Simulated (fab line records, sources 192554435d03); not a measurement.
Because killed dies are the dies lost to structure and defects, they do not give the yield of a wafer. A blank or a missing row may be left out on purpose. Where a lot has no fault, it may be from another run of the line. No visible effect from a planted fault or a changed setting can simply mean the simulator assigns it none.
Which tool did it? + flow n5 finfet + 9 lots, 24 wafers sampled, at 5 steps of a route of 1938

== WHAT THE GAUGES READ, wafer by wafer ==
N5_BEOL_M4_RC_MEAS_101. Usual: DIBL_N 37.2 mV/V, standard deviation 1.8; DIBL_P 37.5 mV/V, standard deviation 2.5; IOFF_N 0.17 nA/um, standard deviation 0.038; IOFF_P 0.24 nA/um, standard deviation 0.046; ION_N 681 uA/um, standard deviation 13; ION_P 469 uA/um, standard deviation 8.5; SS_N 71.7 mV/dec, standard deviation 0.6; SS_P 73.6 mV/dec, standard deviation 0.69; VT_N 249 mV, standard deviation 3.4; VT_P -248 mV, standard deviation 3.6.
| lot  | measured     | on        | DIBL_N (mV/V)  | DIBL_P (mV/V)  | IOFF_N (nA/um) | IOFF_P (nA/um) | ION_N (uA/um) | ION_P (uA/um) | SS_N (mV/dec)  | SS_P (mV/dec)  | VT_N (mV)   | VT_P (mV)      | flag |
|------|--------------|-----------|----------------|----------------|----------------|----------------|---------------|---------------|----------------|----------------|-------------|----------------|------|
| L637 | day 7 23:09  | prober-02 | 34.2 35.2 36.5 | 33.7 34.3 36.2 | 0.12 0.14 0.16 | 0.18 0.20 0.23 | 651 661 690   | 450 456 474   | 70.9 71.7 71.4 | 72.6 73.1 73.9 | 255 253 248 | -254 -250 -247 |      |
| L640 | day 8 21:31  | prober-02 | 36.7 37.9 40.3 | 36.6 37.4 40.6 | 0.16 0.17 0.22 | 0.24 0.26 0.33 | 676 683 685   | 470 478 479   | 72.1 71.4 73.2 | 73.6 73.4 75.0 | 251 247 244 | -246 -243 -242 |      |
| L645 | day 10 15:47 | prober-01 | 36.1 38.9 36.3 | 39.2 41.4 38.1 | 0.18 0.24 0.17 | 0.24 0.29 0.22 | 684 694 670   | 465 478 459   | 72.3 72.1 72.2 | 74.3 75.1 73.6 | 249 244 253 | -248 -245 -251 |      |
| L650 | day 11 14:37 | prober-01 | 37.1 37.5      | 37.0 36.9      | 0.17 0.17      | 0.25 0.23      | 683 666       | 470 462       | 72.0 72.2      | 74.0 73.9      | 250 250     | -248 -252      |      |
| L652 | day 11 23:56 | prober-01 | 39.6 39.2      | 38.1 38.2      | 0.23 0.21      | 0.28 0.29      | 691 678       | 468 470       | 72.4 71.8      | 74.5 74.0      | 246 247     | -244 -242      |      |
| L655 | day 12 23:25 | prober-01 | 38.9 42.4      | 39.5 43.9      | 0.22 0.31      | 0.26 0.34      | 695 697       | 470 474       | 71.4 73.4      | 74.0 75.2      | 245 241     | -247 -245      |      |
| L656 | day 13 03:20 | prober-01 | 36.4 36.6 33.9 | 38.0 38.8 35.6 | 0.17 0.17 0.13 | 0.22 0.24 0.19 | 691 678 674   | 475 468 468   | 71.8 71.1 70.4 | 73.3 73.9 72.5 | 250 249 254 | -250 -247 -249 |      |
| L658 | day 13 07:25 | prober-01 | 36.3 38.2 33.9 | 36.7 38.6 33.7 | 0.16 0.20 0.13 | 0.23 0.26 0.19 | 683 699 671   | 468 476 461   | 71.2 72.2 71.0 | 73.2 73.8 73.2 | 248 248 252 | -248 -248 -251 |      |
| L659 | day 13 10:23 | prober-02 | 36.8 37.9 37.2 | 36.5 38.9 37.1 | 0.16 0.18 0.15 | 0.23 0.25 0.23 | 674 683 671   | 467 465 462   | 72.0 71.8 72.8 | 72.8 73.7 73.4 | 250 247 253 | -247 -248 -248 |      |

== TOOL THAT RAN EACH LOT (tool first, then ch and the chambers of the sampled wafers, then the start) ==
| lot  | N5_MOL_CONTACT_COAG_CONTACT_ETCH_14 | N5_MOL_CONTACT_COAG_ETCH_15        | N5_MOL_CONTACT_COAG_ALD_20          | N5_MOL_CONTACT_COAG_SIL_ANNEAL_21 |
|------|-------------------------------------|------------------------------------|-------------------------------------|-----------------------------------|
| L637 | rie diel-06 ch 2,3, day 5 03:56     | rie diel-06 ch 2,3, day 5 03:58    | ald metal-02 ch 0,1,2, day 5 04:47  | rtp anneal-01 ch 0, day 5 05:13   |
| L640 | rie diel-06 ch 1,3, day 5 21:16     | rie diel-06 ch 1,3, day 5 21:17    | ald metal-03 ch 0,3, day 5 22:34    | rtp anneal-01 ch 0, day 5 22:57   |
| L645 | rie diel-06 ch 1,2, day 7 03:22     | rie diel-06 ch 1,2, day 7 03:25    | ald metal-02 ch 1,2, day 7 04:23    | rtp anneal-02 ch 0, day 7 04:54   |
| L650 | rie diel-06 ch 1, day 8 06:35       | rie diel-06 ch 1, day 8 06:38      | ald metal-04 ch 2,3, day 8 08:40    | rtp anneal-01 ch 0, day 8 09:16   |
| L652 | rie diel-06 ch 0,3, day 9 00:19     | rie diel-06 ch 0,3, day 9 00:21    | ald metal-04 ch 1,3, day 9 01:16    | rtp anneal-01 ch 0, day 9 01:47   |
| L655 | rie diel-06 ch 1,3, day 9 11:10     | rie diel-06 ch 1,3, day 9 11:12    | ald metal-04 ch 0,2, day 9 12:35    | rtp anneal-02 ch 0, day 9 12:58   |
| L656 | rie diel-01 ch 1,2, day 9 15:22     | rie diel-01 ch 1,2, day 9 15:24    | ald metal-02 ch 2,3, day 9 16:10    | rtp anneal-01 ch 0, day 9 16:37   |
| L658 | rie diel-01 ch 1,2,3, day 10 05:33  | rie diel-01 ch 1,2,3, day 10 05:35 | ald metal-02 ch 0,1,2, day 10 06:52 | rtp anneal-01 ch 0, day 10 07:24  |
| L659 | rie diel-03 ch 0,2,3, day 10 10:50  | rie diel-03 ch 0,2,3, day 10 10:52 | ald metal-02 ch 1,2,3, day 10 11:44 | rtp anneal-01 ch 0, day 10 12:09  |
- N5_MOL_CONTACT_COAG_CONTACT_ETCH_14: etches SiO2 in C4F6/O2, target depth 27.5 nm, overetch 8.5 nm, time 20 s.
- N5_MOL_CONTACT_COAG_ETCH_15: etches SiNx in CH3F/O2, stops on Si:P, target depth 7 nm.
- N5_MOL_CONTACT_COAG_ALD_20: deposits TiN, target thk 1.5 nm, pulse time 1 s, purge time 3 s.
- N5_MOL_CONTACT_COAG_SIL_ANNEAL_21: time 60 s.

== AS READ BY THE TOOLS THEMSELVES (means over the sampled wafers that have a number; for cases with no such wafer, the mark the record gives instead) ==
N5_MOL_CONTACT_COAG_CONTACT_ETCH_14. Usual: drypump motor current A is 5.9 A with standard deviation 0.51, mfc ar sccm is 300.0 sccm with standard deviation 0.93, oes_f_703_au is 0.84 a.u. with standard deviation 0.059, oes product au is 0.72 a.u. with standard deviation 0.047, rf vpp V is 694 V with standard deviation 3.1, showerhead plenum p Torr is 2.92 Torr with standard deviation 0.087, and throttle valve pct is 21.36 % with standard deviation 0.24.
| lot  | tool        | drypump motor current A (A) | mfc ar sccm (sccm) | oes_f_703_au (a.u.) | oes product au (a.u.) | rf vpp V (V) | showerhead plenum p Torr (Torr) | throttle valve pct (%) | flag |
|------|-------------|-----------------------------|--------------------|---------------------|-----------------------|--------------|---------------------------------|------------------------|------|
| L637 | rie diel-06 | 6.2                         | 299.3              | 0.87                | 0.74                  | 695          | 2.95                            | 21.21                  |      |
| L640 | rie diel-06 | 6.4                         | 299.9              | 0.93                | 0.78                  | 697          | 3.01                            | 21.20                  |      |
| L645 | rie diel-06 | 5.3                         | 300.3              | 0.81                | 0.68                  | 691          | 2.81                            | 21.31                  |      |
| L650 | rie diel-06 | 5.7                         | 300.6              | 0.93                | 0.75                  | 695          | 2.94                            | 21.27                  |      |
| L652 | rie diel-06 | 6.6                         | 299.8              | 0.85                | 0.73                  | 698          | 3.04                            | 21.04                  |      |
| L655 | rie diel-06 | 6.2                         | 300.2              | 0.89                | 0.73                  | 697          | 2.98                            | 21.27                  |      |
| L656 | rie diel-01 | 6.2                         | 299.7              | 0.83                | 0.73                  | 693          | 2.89                            | 21.54                  |      |
| L658 | rie diel-01 | 5.9                         | 299.9              | 0.80                | 0.70                  | 692          | 2.88                            | 21.59                  |      |
| L659 | rie diel-03 | 5.6                         | 300.7              | 0.81                | 0.71                  | 693          | 2.92                            | 21.40                  |      |

N5_MOL_CONTACT_COAG_ETCH_15. Usual: CH3F_flow_sccm 30.01 sccm, standard deviation 0.095; drypump motor current A 5.9 A, standard deviation 0.52; mfc ar sccm 150.0 sccm, standard deviation 0.47; oes_f_703_au 0.84 a.u., standard deviation 0.059; oes product au 0.62 a.u., standard deviation 0.041; rf vpp V 299 V, standard deviation 5.1; showerhead plenum p Torr 2.03 Torr, standard deviation 0.064; throttle valve pct 16.36 %, standard deviation 0.23.
| lot  | tool        | CH3F_flow_sccm (sccm) | drypump motor current A (A) | mfc ar sccm (sccm) | oes_f_703_au (a.u.) | oes product au (a.u.) | rf vpp V (V) | showerhead plenum p Torr (Torr) | throttle valve pct (%) | flag |
|------|-------------|-----------------------|-----------------------------|--------------------|---------------------|-----------------------|--------------|---------------------------------|------------------------|------|
| L637 | rie diel-06 | 29.97                 | 6.2                         | 150.0              | 0.88                | 0.63                  | 297          | 2.05                            | 16.27                  |      |
| L640 | rie diel-06 | 29.98                 | 6.4                         | 150.3              | 0.93                | 0.67                  | 300          | 2.10                            | 16.22                  |      |
| L645 | rie diel-06 | 30.08                 | 5.3                         | 149.7              | 0.81                | 0.58                  | 294          | 1.95                            | 16.38                  |      |
| L650 | rie diel-06 | 30.16                 | 5.7                         | 150.5              | 0.92                | 0.59                  | 296          | 2.04                            | 16.29                  |      |
| L652 | rie diel-06 | 30.00                 | 6.6                         | 149.6              | 0.86                | 0.57                  | 299          | 2.12                            | 16.07                  |      |
| L655 | rie diel-06 | 30.01                 | 6.2                         | 149.8              | 0.89                | 0.58                  | 298          | 2.08                            | 16.28                  |      |
| L656 | rie diel-01 | 29.97                 | 6.2                         | 149.7              | 0.83                | 0.62                  | 302          | 2.00                            | 16.51                  |      |
| L658 | rie diel-01 | 29.95                 | 5.9                         | 150.1              | 0.81                | 0.61                  | 300          | 2.00                            | 16.56                  |      |
| L659 | rie diel-03 | 29.99                 | 5.5                         | 150.2              | 0.81                | 0.61                  | 304          | 2.03                            | 16.39                  |      |

N5_MOL_CONTACT_COAG_ALD_20. Usual: chamber pressure Torr 3.001 Torr, standard deviation 0.0068; heater power outer w 560 W, standard deviation 57; heater power w 912 W, standard deviation 120; precursor pulse height rel 0.997, standard deviation 0.021.
| lot  | tool         | chamber pressure Torr (Torr) | heater power outer w (W) | heater power w (W) | precursor pulse height rel | flag |
|------|--------------|------------------------------|--------------------------|--------------------|----------------------------|------|
| L637 | ald metal-02 | 2.999                        | 529                      | 866                | 0.990                      |      |
| L640 | ald metal-03 | 2.996                        | 605                      | 1064               | 1.001                      |      |
| L645 | ald metal-02 | 2.998                        | 533                      | 845                | 1.007                      |      |
| L650 | ald metal-04 | 3.000                        | 512                      | 902                | 0.998                      |      |
| L652 | ald metal-04 | 2.998                        | 581                      | 982                | 1.007                      |      |
| L655 | ald metal-04 | 3.014                        | 572                      | 908                | 0.990                      |      |
| L656 | ald metal-02 | 3.001                        | 540                      | 852                | 0.988                      |      |
| L658 | ald metal-02 | 2.998                        | 525                      | 858                | 0.994                      |      |
| L659 | ald metal-02 | 2.998                        | 528                      | 830                | 1.008                      |      |

N5_MOL_CONTACT_COAG_SIL_ANNEAL_21. Usual: lamp power pct 6.50 %, standard deviation 0.27; wafer_temp_C_max 554.2, standard deviation 0.85.
| lot  | tool          | lamp power pct (%) | wafer_temp_C_max | flag |
|------|---------------|--------------------|------------------|------|
| L637 | rtp anneal-01 | 6.70               | 555.0            |      |
| L640 | rtp anneal-01 | 6.71               | 553.6            |      |
| L645 | rtp anneal-02 | 6.14               | 555.0            |      |
| L650 | rtp anneal-01 | 6.71               | 554.8            |      |
| L652 | rtp anneal-01 | 6.71               | 554.1            |      |
| L655 | rtp anneal-02 | 6.14               | 555.4            |      |
| L656 | rtp anneal-01 | 6.71               | 554.2            |      |
| L658 | rtp anneal-01 | 6.71               | 554.1            |      |
| L659 | rtp anneal-01 | 6.71               | 554.0            |      |

== THE ANSWER, worked out from the rows above alone ==
Rule: a lot counts as off when the mean over its wafers that have a number is more than 3 standard deviations away from the usual mean. A lot without any number at a reading at which 4 lots or more have one is off too. Any other lot the step has rows for is counted as sound. The gauges are gone through in route order, then the tools' own readings, and for those a lot's mean is taken as printed above. The first step at which some lot is off is used, and at that step the reading that is off furthest; a lot without a number counts as furthest.
No lot is off on any of the readings shown, so nothing can be concluded from this.

== WHAT THE SIMULATOR HAD PUT IN ==
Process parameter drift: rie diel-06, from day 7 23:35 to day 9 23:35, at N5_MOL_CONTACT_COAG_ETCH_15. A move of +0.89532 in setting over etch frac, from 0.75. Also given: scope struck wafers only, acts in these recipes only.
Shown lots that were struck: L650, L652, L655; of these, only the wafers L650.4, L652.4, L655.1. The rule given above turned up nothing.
